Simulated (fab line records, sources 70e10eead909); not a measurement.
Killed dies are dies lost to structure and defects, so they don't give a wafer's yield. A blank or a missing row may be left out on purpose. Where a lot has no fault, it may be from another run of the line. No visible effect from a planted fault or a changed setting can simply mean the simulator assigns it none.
What tool caused it? | flow nand harc | 39 wafers from 13 lots sampled at 4 of the route's 1302 steps

## WHAT THE GAUGES READ, wafer by wafer
NHARC_A_ONON_D1_THK_MEAS_02: measures by ellipsometry.
lot  | measured     | on            | thk nm (nm)
L423 | day 7 19:41  | film metro-01 | 1003 1003 1003
L424 | day 7 19:44  | film metro-01 | 1011 1010 1012
L425 | day 8 10:20  | film metro-01 | 1009 1009 1008
L434 | day 12 15:44 | film metro-02 | 1004 1004 1004
L435 | day 12 23:02 | film metro-02 | 986 984 985
L437 | day 13 19:59 | film metro-02 | 1011 1011 1012
L438 | day 13 19:59 | film metro-01 | 1018 1016 1018
L440 | day 14 16:37 | film metro-01 | 1000 1001 1001
L441 | day 15 04:24 | film metro-02 | 1005 1006 1004
L443 | day 16 09:27 | film metro-01 | 994 992 992
L445 | day 16 21:37 | film metro-01 | 994 992 992
L444 | day 16 21:37 | film metro-01 | 990 988 990
L446 | day 17 09:59 | film metro-02 | 1001 1001 1002

NHARC_A_ONON_D1_THK_MEAS_08: measures by ellipsometry.
lot  | measured     | on            | thk nm (nm)
L423 | day 7 20:50  | film metro-02 | 1015 1014 1013
L424 | day 7 20:52  | film metro-02 | 1001 1000 1001
L425 | day 8 11:28  | film metro-02 | 994 994 994
L434 | day 12 16:52 | film metro-02 | 979 982 982
L435 | day 13 00:11 | film metro-02 | 732 732 1013
L437 | day 13 21:07 | film metro-01 | 1010 727 1009
L438 | day 13 21:08 | film metro-02 | 982 981 980
L440 | day 14 17:45 | film metro-02 | 991 989 992
L441 | day 15 05:32 | film metro-02 | 1001 1002 1003
L443 | day 16 10:35 | film metro-01 | 1002 1003 1003
L445 | day 16 22:44 | film metro-01 | 1003 1002 1004
L444 | day 16 22:45 | film metro-01 | 1023 1021 1022
L446 | day 17 11:07 | film metro-01 | 987 987 986

NHARC_END_SORT_01.
lot  | measured     | on        | killed at array | killed at other | killed at periphery | killed dies | killed open | killed short
L435 | day 29 09:46 | prober-01 | 673 672 15      | 1 1 0           | 3 4 4               | 677 677 19  | 2 2 4       | 3 2 2
L437 | day 30 09:55 | prober-01 | 50 675 46       | 3 1 2           | 3 1 6               | 56 677 54   | 2 4 0       | 2 1 2
L438 | day 30 17:17 | prober-02 | 55 50 45        | 0 0 1           | 1 2 2               | 56 52 48    | 3 4 3       | 3 3 2
L440 | day 31 20:24 | prober-01 | 49 57 67        | 0 0 0           | 3 6 6               | 52 63 73    | 2 7 6       | 4 1 1

## EACH LOT AND THE TOOL THAT RAN IT (in order: tool; ch and the chambers of the sampled wafers; start)
lot  | NHARC_A_ONON_D1_DEP_06
L423 | pecvd onon-04 ch 0, day 7 20:19
L424 | pecvd onon-03 ch 0, day 7 20:22
L425 | pecvd onon-02 ch 0, day 8 10:57
L434 | pecvd onon-03 ch 0, day 12 16:32
L435 | pecvd onon-02 ch 0, day 12 23:43
L437 | pecvd onon-02 ch 0, day 13 20:43
L438 | pecvd onon-04 ch 0, day 13 20:44
L440 | pecvd onon-04 ch 0, day 14 17:14
L441 | pecvd onon-03 ch 0, day 15 05:09
L443 | pecvd onon-03 ch 0, day 16 10:15
L445 | pecvd onon-03 ch 0, day 16 22:14
L444 | pecvd onon-04 ch 0, day 16 22:18
L446 | pecvd onon-03 ch 0, day 17 10:37
- NHARC_A_ONON_D1_DEP_06: target thk 1000 nm.

## WHAT THE TOOLS THEMSELVES READ (means of the sampled wafers that have a number; where no wafer has one, the mark that the record gives instead)
The record holds no such reading with a usual standard deviation.

## THE ANSWER, worked out from the rows above alone
Rule: what is usual is taken from the lots themselves. The widest of any qualifying gaps counts: lots, ordered by their means at a reading, are off when they make up no more than a third of the lots, leave a main group of 4 or more, and stand apart from it by 3 or more times the standard deviation of that group's means. A main group whose means are all the same, to the digits that the tables above print for the reading, isn't used. A lot without any number at a reading at which 4 lots or more have one is off too. All remaining lots with rows at the step are treated as sound. Order of review: gauges by route order, followed by the tools' own readings, for which a lot's mean as printed above is used. The first step at which some lot is off is used, and at that step the reading that is off furthest; a lot without a number counts as furthest.
Off: L435, L437, at NHARC_A_ONON_D1_THK_MEAS_08 (thk nm). The main group: mean 998 nm, standard deviation 12.
A tool fits if, at a process step before that reading, it ran every lot that is off, and no sound lot after the first of them. The gauges at NHARC_A_ONON_D1_THK_MEAS_08 are tried like those tools. One candidate fits, namely pecvd onon-02 at NHARC_A_ONON_D1_DEP_06. Its last sound lot is L425 (day 8 10:57), its first lot that is off L435 (day 12 23:43): a fault that began between those two fits.

## WHAT THE SIMULATOR PUT IN
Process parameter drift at NHARC_A_ONON_D1_DEP_06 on pecvd onon-02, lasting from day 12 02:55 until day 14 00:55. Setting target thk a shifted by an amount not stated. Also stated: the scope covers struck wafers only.
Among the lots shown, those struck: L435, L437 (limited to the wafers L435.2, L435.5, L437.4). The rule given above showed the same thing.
